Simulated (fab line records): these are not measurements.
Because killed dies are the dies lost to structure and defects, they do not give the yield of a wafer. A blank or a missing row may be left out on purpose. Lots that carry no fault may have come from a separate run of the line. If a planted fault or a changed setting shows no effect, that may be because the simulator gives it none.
Which tool did it? / flow n5-finfet / 10 lots, 30 wafers sampled, at 6 steps of a route of 1938

WHAT THE GAUGES READ, wafer by wafer
N5_PMOS_HMC_CHANNEL_EPI_INSPECT_30: inspects for defects (darkfield). Usual: 19 for raw-defect-count, sd 6.9.
lot=L666; measured=day 2 02:33; on=defect-inspect-01; raw-defect-count=13 33 20; flag=
lot=L667; measured=day 2 08:27; on=defect-inspect-01; raw-defect-count=11 16 8; flag=
lot=L670; measured=day 3 02:08; on=defect-inspect-02; raw-defect-count=27 16 9; flag=
lot=L671; measured=day 3 08:30; on=defect-inspect-02; raw-defect-count=22 14 23; flag=
lot=L672; measured=day 3 14:38; on=defect-inspect-01; raw-defect-count=24 13 18; flag=
lot=L674; measured=day 4 02:55; on=defect-inspect-01; raw-defect-count=27 19 32; flag=
lot=L675; measured=day 4 08:56; on=defect-inspect-01; raw-defect-count=9 16 25; flag=
lot=L684; measured=day 6 14:28; on=defect-inspect-02; raw-defect-count=16 17 24; flag=
lot=L687; measured=day 7 08:29; on=defect-inspect-01; raw-defect-count=13 28 18; flag=
lot=L688; measured=day 7 14:20; on=defect-inspect-01; raw-defect-count=17 22 14; flag=

N5_FIN_SAQP_THK_MEAS_05. Usual: 38.0 nm for thk-nm, sd 0.5.
lot=L666; measured=day 2 04:56; on=film-metro-01; thk-nm (nm)=38.3 39.0 38.6; flag=
lot=L667; measured=day 2 09:35; on=film-metro-01; thk-nm (nm)=37.5 38.1 38.2; flag=
lot=L670; measured=day 3 03:40; on=film-metro-02; thk-nm (nm)=37.5 38.1 38.0; flag=
lot=L671; measured=day 3 09:22; on=film-metro-01; thk-nm (nm)=37.3 37.9 37.9; flag=
lot=L672; measured=day 3 15:56; on=film-metro-01; thk-nm (nm)=38.0 38.1 38.4; flag=
lot=L674; measured=day 4 03:34; on=film-metro-01; thk-nm (nm)=37.9 37.8 38.3; flag=
lot=L675; measured=day 4 09:45; on=film-metro-01; thk-nm (nm)=37.9 37.9 38.4; flag=
lot=L684; measured=day 6 15:14; on=film-metro-02; thk-nm (nm)=38.4 38.5 39.4; flag=
lot=L687; measured=day 7 09:14; on=film-metro-01; thk-nm (nm)=38.2 39.0 39.5; flag=
lot=L688; measured=day 7 15:07; on=film-metro-02; thk-nm (nm)=37.7 38.3 38.5; flag=

N5_FIN_SAQP_CD_MEAS_16 targets a cd of 35.6 nm. Usual: 35.6 nm for cd-nm, sd 0.34.
lot=L666; measured=day 2 05:37; on=cd-sem-01; cd-nm (nm)=35.1 34.8 35.0; flag=
lot=L667; measured=day 2 10:16; on=cd-sem-01; cd-nm (nm)=36.1 36.2 35.7; flag=
lot=L670; measured=day 3 04:15; on=cd-sem-02; cd-nm (nm)=35.4 35.0 35.1; flag=
lot=L671; measured=day 3 10:05; on=cd-sem-03; cd-nm (nm)=35.8 35.9 36.1; flag=
lot=L672; measured=day 3 16:41; on=cd-sem-02; cd-nm (nm)=35.5 35.3 35.6; flag=
lot=L674; measured=day 4 04:13; on=cd-sem-01; cd-nm (nm)=38.3 38.2 38.6; flag=OFF
lot=L675; measured=day 4 10:28; on=cd-sem-02; cd-nm (nm)=38.0 38.6 38.2; flag=OFF
lot=L684; measured=day 6 15:54; on=cd-sem-02; cd-nm (nm)=35.7 36.1 35.7; flag=
lot=L687; measured=day 7 09:56; on=cd-sem-01; cd-nm (nm)=35.9 35.6 35.4; flag=
lot=L688; measured=day 7 15:53; on=cd-sem-01; cd-nm (nm)=35.7 35.6 35.3; flag=

N5_BEOL_M4_RC_MEAS_101. Usual: DIBL_N 36.3 mV/V, standard deviation 1.6; DIBL_P 36.4 mV/V, standard deviation 2.1; IOFF_N 0.16 nA/um, standard deviation 0.032; IOFF_P 0.22 nA/um, standard deviation 0.044; ION_N 675 uA/um, standard deviation 12; ION_P 463 uA/um, standard deviation 8.3; SS_N 71.6 mV/dec, standard deviation 0.64; SS_P 73.3 mV/dec, standard deviation 0.67; VT_N 250 mV, standard deviation 3.3; VT_P -250 mV, standard deviation 3.7.
lot=L666; measured=day 10 11:23; on=prober-01; DIBL_N (mV/V)=33.7 33.8 35.0; DIBL_P (mV/V)=33.5 33.5 35.4; IOFF_N (nA/um)=0.13 0.12 0.15; IOFF_P (nA/um)=0.19 0.19 0.22; ION_N (uA/um)=671 659 664; ION_P (uA/um)=471 464 463; SS_N (mV/dec)=71.2 71.0 71.5; SS_P (mV/dec)=72.6 73.0 72.8; VT_N (mV)=252 254 250; VT_P (mV)=-249 -249 -251; flag=
lot=L667; measured=day 9 17:16; on=prober-01; DIBL_N (mV/V)=37.6 35.8 35.0; DIBL_P (mV/V)=38.7 35.3 35.0; IOFF_N (nA/um)=0.17 0.13 0.12; IOFF_P (nA/um)=0.21 0.16 0.16; ION_N (uA/um)=675 672 666; ION_P (uA/um)=462 452 455; SS_N (mV/dec)=72.0 71.6 70.9; SS_P (mV/dec)=73.9 72.1 72.7; VT_N (mV)=248 252 252; VT_P (mV)=-250 -256 -255; flag=
lot=L670; measured=day 10 16:30; on=prober-02; DIBL_N (mV/V)=36.3 35.1 37.4; DIBL_P (mV/V)=35.5 33.6 36.4; IOFF_N (nA/um)=0.15 0.13 0.18; IOFF_P (nA/um)=0.19 0.17 0.21; ION_N (uA/um)=674 667 694; ION_P (uA/um)=463 462 471; SS_N (mV/dec)=70.6 70.5 71.2; SS_P (mV/dec)=73.7 73.0 72.5; VT_N (mV)=251 250 246; VT_P (mV)=-251 -252 -254; flag=
lot=L671; measured=day 10 15:55; on=prober-01; DIBL_N (mV/V)=35.5 35.7 34.7; DIBL_P (mV/V)=36.4 36.0 34.5; IOFF_N (nA/um)=0.16 0.15 0.13; IOFF_P (nA/um)=0.22 0.21 0.18; ION_N (uA/um)=679 668 663; ION_P (uA/um)=465 457 451; SS_N (mV/dec)=71.4 71.8 71.7; SS_P (mV/dec)=73.5 72.9 73.5; VT_N (mV)=248 251 253; VT_P (mV)=-251 -248 -250; flag=
lot=L672; measured=day 11 12:28; on=prober-01; DIBL_N (mV/V)=36.8 36.9 37.2; DIBL_P (mV/V)=38.9 38.7 40.1; IOFF_N (nA/um)=0.19 0.19 0.20; IOFF_P (nA/um)=0.26 0.26 0.29; ION_N (uA/um)=690 682 697; ION_P (uA/um)=472 471 486; SS_N (mV/dec)=71.3 71.8 71.9; SS_P (mV/dec)=74.1 73.6 74.9; VT_N (mV)=249 249 247; VT_P (mV)=-248 -248 -245; flag=
lot=L674; measured=day 11 17:00; on=prober-02; DIBL_N (mV/V)=35.4 37.9 36.7; DIBL_P (mV/V)=35.7 38.7 37.3; IOFF_N (nA/um)=0.15 0.21 0.18; IOFF_P (nA/um)=0.18 0.23 0.20; ION_N (uA/um)=665 697 674; ION_P (uA/um)=457 468 454; SS_N (mV/dec)=71.2 71.7 71.2; SS_P (mV/dec)=72.8 74.1 73.0; VT_N (mV)=251 246 249; VT_P (mV)=-254 -250 -251; flag=
lot=L675; measured=day 12 20:27; on=prober-01; DIBL_N (mV/V)=37.5 38.0 37.4; DIBL_P (mV/V)=36.6 38.8 37.6; IOFF_N (nA/um)=0.17 0.20 0.18; IOFF_P (nA/um)=0.23 0.28 0.25; ION_N (uA/um)=674 689 680; ION_P (uA/um)=463 475 464; SS_N (mV/dec)=71.9 71.8 71.6; SS_P (mV/dec)=73.4 73.5 73.1; VT_N (mV)=247 246 247; VT_P (mV)=-249 -247 -244; flag=
lot=L684; measured=day 14 05:22; on=prober-02; DIBL_N (mV/V)=34.3 34.8 33.7; DIBL_P (mV/V)=32.5 33.8 31.3; IOFF_N (nA/um)=0.10 0.12 0.09; IOFF_P (nA/um)=0.13 0.14 0.12; ION_N (uA/um)=642 676 651; ION_P (uA/um)=435 460 442; SS_N (mV/dec)=70.7 71.0 70.2; SS_P (mV/dec)=72.8 73.8 71.9; VT_N (mV)=257 253 258; VT_P (mV)=-258 -256 -259; flag=
lot=L687; measured=day 15 18:29; on=prober-02; DIBL_N (mV/V)=35.4 34.7 40.7; DIBL_P (mV/V)=36.1 35.6 41.8; IOFF_N (nA/um)=0.13 0.13 0.24; IOFF_P (nA/um)=0.16 0.16 0.26; ION_N (uA/um)=665 662 697; ION_P (uA/um)=456 456 463; SS_N (mV/dec)=71.8 71.1 73.0; SS_P (mV/dec)=72.6 73.2 74.2; VT_N (mV)=254 252 245; VT_P (mV)=-253 -256 -247; flag=
lot=L688; measured=day 16 21:25; on=prober-01; DIBL_N (mV/V)=35.7 37.1 35.8; DIBL_P (mV/V)=34.9 36.6 35.0; IOFF_N (nA/um)=0.15 0.17 0.15; IOFF_P (nA/um)=0.21 0.23 0.21; ION_N (uA/um)=665 670 680; ION_P (uA/um)=459 462 463; SS_N (mV/dec)=71.9 72.6 72.4; SS_P (mV/dec)=72.9 73.0 72.9; VT_N (mV)=250 248 253; VT_P (mV)=-250 -248 -251; flag=

EACH LOT AND THE TOOL THAT RAN IT (in order: tool; ch and the chambers of the sampled wafers; start)
lot=L666; N5_FIN_SAQP_PECVD_48=pecvd-04 ch 1,2, day 2 05:01; N5_FIN_SAQP_PEB_14=litho-track-03 ch 0, day 2 05:33
lot=L667; N5_FIN_SAQP_PECVD_48=pecvd-01 ch 0,1,2, day 2 09:40; N5_FIN_SAQP_PEB_14=litho-track-02 ch 0, day 2 10:12
lot=L670; N5_FIN_SAQP_PECVD_48=pecvd-02 ch 0,1, day 3 03:44; N5_FIN_SAQP_PEB_14=litho-track-03 ch 0, day 3 04:11
lot=L671; N5_FIN_SAQP_PECVD_48=pecvd-01 ch 0,1,2, day 3 09:26; N5_FIN_SAQP_PEB_14=litho-track-02 ch 0, day 3 10:01
lot=L672; N5_FIN_SAQP_PECVD_48=pecvd-04 ch 1, day 3 16:02; N5_FIN_SAQP_PEB_14=litho-track-02 ch 0, day 3 16:37
lot=L674; N5_FIN_SAQP_PECVD_48=pecvd-04 ch 0,1, day 4 03:40; N5_FIN_SAQP_PEB_14=litho-track-03 ch 0, day 4 04:08
lot=L675; N5_FIN_SAQP_PECVD_48=pecvd-01 ch 0,2, day 4 09:50; N5_FIN_SAQP_PEB_14=litho-track-03 ch 0, day 4 10:24
lot=L684; N5_FIN_SAQP_PECVD_48=pecvd-04 ch 0,1, day 6 15:22; N5_FIN_SAQP_PEB_14=litho-track-02 ch 0, day 6 15:50
lot=L687; N5_FIN_SAQP_PECVD_48=pecvd-01 ch 0,1, day 7 09:19; N5_FIN_SAQP_PEB_14=litho-track-04 ch 0, day 7 09:52
lot=L688; N5_FIN_SAQP_PECVD_48=pecvd-04 ch 0,1, day 7 15:14; N5_FIN_SAQP_PEB_14=litho-track-04 ch 0, day 7 15:48
- N5_FIN_SAQP_PECVD_48: deposits SiNx from SiH4/NH3/N2, target thk 25 nm, time 22.1 s.
- N5_FIN_SAQP_PEB_14: peb time 60 s.

AS READ BY THE TOOLS THEMSELVES (means over the sampled wafers that have a number; for cases with no such wafer, the mark the record gives instead)
N5_FIN_SAQP_PECVD_48. Usual: heater-power-w 729 W, standard deviation 89; showerhead-plenum-p-Torr 5.12 Torr, standard deviation 0.078; throttle-valve-pct 39.8 %, standard deviation 1.6.
lot=L666; tool=pecvd-04; heater-power-w (W)=732; showerhead-plenum-p-Torr (Torr)=5.15; throttle-valve-pct (%)=40.3; flag=
lot=L667; tool=pecvd-01; heater-power-w (W)=738; showerhead-plenum-p-Torr (Torr)=5.06; throttle-valve-pct (%)=39.4; flag=
lot=L670; tool=pecvd-02; heater-power-w (W)=768; showerhead-plenum-p-Torr (Torr)=5.22; throttle-valve-pct (%)=40.3; flag=
lot=L671; tool=pecvd-01; heater-power-w (W)=722; showerhead-plenum-p-Torr (Torr)=5.06; throttle-valve-pct (%)=39.6; flag=
lot=L672; tool=pecvd-04; heater-power-w (W)=795; showerhead-plenum-p-Torr (Torr)=5.18; throttle-valve-pct (%)=38.0; flag=
lot=L674; tool=pecvd-04; heater-power-w (W)=694; showerhead-plenum-p-Torr (Torr)=5.17; throttle-valve-pct (%)=39.0; flag=
lot=L675; tool=pecvd-01; heater-power-w (W)=687; showerhead-plenum-p-Torr (Torr)=5.10; throttle-valve-pct (%)=40.5; flag=
lot=L684; tool=pecvd-04; heater-power-w (W)=670; showerhead-plenum-p-Torr (Torr)=5.16; throttle-valve-pct (%)=40.3; flag=
lot=L687; tool=pecvd-01; heater-power-w (W)=778; showerhead-plenum-p-Torr (Torr)=5.04; throttle-valve-pct (%)=38.8; flag=
lot=L688; tool=pecvd-04; heater-power-w (W)=677; showerhead-plenum-p-Torr (Torr)=5.17; throttle-valve-pct (%)=39.1; flag=

THE ANSWER, worked out from the rows above alone
Rule: lot off if the mean of its wafers having a number is beyond 3 standard deviations from the usual mean. Also off: a lot with no number at a reading for which 4 or more lots have one. The other lots that the step has rows for count as sound. Order of review: gauges by route order, followed by the tools' own readings, for which a lot's mean as printed above is used. At the first step where some lot is off, the reading lying furthest off is the one used; lots without a number count as furthest.
Off: L674, L675 (N5_FIN_SAQP_CD_MEAS_16, cd-nm).
If a tool, at a process step before that reading, ran all the lots that are off and no sound lot after the first of them, it fits. Those tools and the gauges at N5_FIN_SAQP_CD_MEAS_16 are tried in the same way. One candidate fits, namely litho-track-03 at N5_FIN_SAQP_PEB_14. Its last sound lot is L670 (day 3 04:11), its first lot that is off L674 (day 4 04:08): a fault that began between those two fits.

WHAT THE SIMULATOR HAD PUT IN
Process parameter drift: litho-track-03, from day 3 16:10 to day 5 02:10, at N5_FIN_SAQP_PEB_14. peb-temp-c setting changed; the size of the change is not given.
Lots struck among those shown: L674, L675. This agrees with what the rule above found.
